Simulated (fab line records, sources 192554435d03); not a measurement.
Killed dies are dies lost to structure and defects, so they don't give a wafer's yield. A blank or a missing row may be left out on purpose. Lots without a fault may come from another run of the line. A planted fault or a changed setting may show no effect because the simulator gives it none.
A struck lot beside a sound one | flow n5_finfet | 16 steps out of a route of 1938
Sound: wafers L422.1, L422.2, L422.3. Struck: wafer L432.5. (L432.4 of the same lot was not struck and is left out.) The cause comes at the end.
At each step with rows: each side's tool, then ch and its chambers, then its first start. Under that, the readings that differ: sound wafers | struck wafers | difference of the means | sigmas: that difference in standard deviations of wafers without a fault.
alike: readings whose means differ by less than 2 such deviations, and words and numbers that are the same on both sides. not compared: withheld readings, readings that some wafer has no value for, bounds like >300 that may hide the same value, and numbers for which the record gives no deviation and whose values overlap.
The two part at a step that has a row with sigmas, a row that says differs or no value, or rows on one side only. Numbers that don't overlap but have no deviation are shown without sigmas and don't part them. A reading that every wafer of one side lacks parts them only if that side has two wafers or more.

first, 3 steps without rows for these wafers: N5_FIN_SAQP_EXPOSE_13 (exposes mask FIN CORE, target cd 35.6 nm); N5_FIN_SAQP_PEB_14 (peb time 60 s); N5_FIN_SAQP_DEVELOP_15 (develop time 30 s).
N5_FIN_SAQP_CD_MEAS_16: target cd 35.6 nm.
  sound on cd_sem-02 ch 0, day 1 21:07; struck on cd_sem-02 ch 0, day 4 09:41
  alike: cd_nm
N5_FIN_SAQP_OVL_MEAS_17:
  sound on overlay-01 ch 0, day 1 21:10; struck on overlay-01 ch 0, day 4 09:43
  alike: FIN_CORE_OVL
N5_FIN_SAQP_INSPECT_18: inspects for defects (brightfield).
  sound on defect_inspect-01, day 1 21:11; struck on defect_inspect-02, day 4 09:44
  alike: raw_defect_count
N5_FIN_SAQP_DESCUM_21: chemistry O2, time 7.9 s.
  sound on rie_diel-01 ch 0,1,2, day 1 21:13; struck on rie_diel-04 ch 0, day 4 09:46
  alike: chamber_pressure_mTorr, drypump_motor_current_A, oes_product_au, rf_vpp_V, showerhead_plenum_p_Torr, throttle_valve_pct
  not compared: rf_hours_counter_h
N5_FIN_SAQP_ETCH_51: etches SiARC in CF4, target depth 45.5 nm, time 75.8 s.
  sound on rie_diel-01 ch 0,1,2, day 1 21:15; struck on rie_diel-04 ch 0, day 4 09:49
  alike: chamber_pressure_mTorr, drypump_motor_current_A, etch_rf_on_time_s, oes_product_au, rf_vpp_V, showerhead_plenum_p_Torr, throttle_valve_pct
  not compared: rf_hours_counter_h
N5_FIN_SAQP_ETCH_52: etches SOC in N2/H2, target depth 100 nm, overetch 20 nm, time 150 s.
  sound on rie_diel-01 ch 0,1,2, day 1 21:19; struck on rie_diel-04 ch 0, day 4 09:52
  alike: chamber_pressure_mTorr, drypump_motor_current_A, oes_product_au, rf_vpp_V, showerhead_plenum_p_Torr, throttle_valve_pct
  not compared: rf_hours_counter_h
then, 1 step without rows for these wafers: N5_FIN_SAQP_STRIP_53 (strips in N2/H2).
N5_FIN_SAQP_HM_OPEN_73: chemistry CHF3/O2, target SiO2, stops on a-Si, target depth 12 nm, time 16.8 s.
  sound on rie_diel-01 ch 0,1,2, day 1 21:25; struck on rie_diel-04 ch 0, day 4 09:58
  reading                        | sound                | struck | difference | sigmas
  chamber_pressure_mTorr (mTorr) | 29.930 29.992 29.943 | 30.036 | +0.081     | +3
  alike: drypump_motor_current_A, oes_ar_750_au, oes_product_au, rf_vpp_V, showerhead_plenum_p_Torr, throttle_valve_pct
  not compared: rf_hours_counter_h
then, 1 step without rows for these wafers: N5_FIN_SAQP_STRIP_74 (strips in CHF3/O2).
N5_FIN_SAQP_MANDREL_ETCH_22: etches a-Si in HBr/Cl2, stops on SiNx, target depth 60 nm, bt time 10 s, time 30 s.
  sound on rie_si-05 ch 0,1,3, day 1 21:30; struck on rie_si-05 ch 3, day 4 10:03
  reading        | sound       | struck  | difference | sigmas
  over_etch_frac | 0.5 0.5 0.5 | 0.46586 | -0.03414   |
  alike: chamber_pressure_mTorr, drypump_motor_current_A, oes_product_au, throttle_valve_pct
  not compared: rf_hours_counter_h
N5_FIN_SAQP_STRIP_55: strips in N2/H2.
  sound on rie_diel-01 ch 0,1,2, day 1 21:38; struck on rie_diel-02 ch 3, day 4 10:09
  alike: chamber_pressure_mTorr, drypump_motor_current_A, oes_product_au, rf_vpp_V, showerhead_plenum_p_Torr, throttle_valve_pct
  not compared: rf_hours_counter_h
-- the record jumps here: 7 days lie between the struck wafers' starts before and after (it left off in module FIN_SAQP and takes up again in module BEOL_M4, whose first step shown is number 1111 of the route) --
N5_BEOL_M4_RC_MEAS_101:
  sound on prober-01 ch 0, day 8 22:22; struck on prober-01 ch 0, day 10 23:53
  reading        | sound          | struck | difference | sigmas
  DIBL_N (mV/V)  | 37.9 37.4 37.7 | 33.1   | -4.6       | -3
  DIBL_P (mV/V)  | 39.0 39.0 38.8 | 33.1   | -5.8       | -2
  IOFF_N (nA/um) | 0.20 0.18 0.18 | 0.09   | -0.10      | -3
  ION_N (uA/um)  | 675 671 686    | 641    | -36        | -3
  SS_P (mV/dec)  | 73.8 73.9 73.7 | 72.4   | -1.4       | -2
  VT_N (mV)      | 246 246 247    | 262    | +16        | +4
  alike: IOFF_P, ION_P, SS_N, VT_P
then, 1 step without rows for these wafers: N5_PASSIVATION_PROBE_49.

WHERE THEY PART
First at N5_FIN_SAQP_HM_OPEN_73; last, within this record, at N5_BEOL_M4_RC_MEAS_101.

WHY: what the simulator had put in
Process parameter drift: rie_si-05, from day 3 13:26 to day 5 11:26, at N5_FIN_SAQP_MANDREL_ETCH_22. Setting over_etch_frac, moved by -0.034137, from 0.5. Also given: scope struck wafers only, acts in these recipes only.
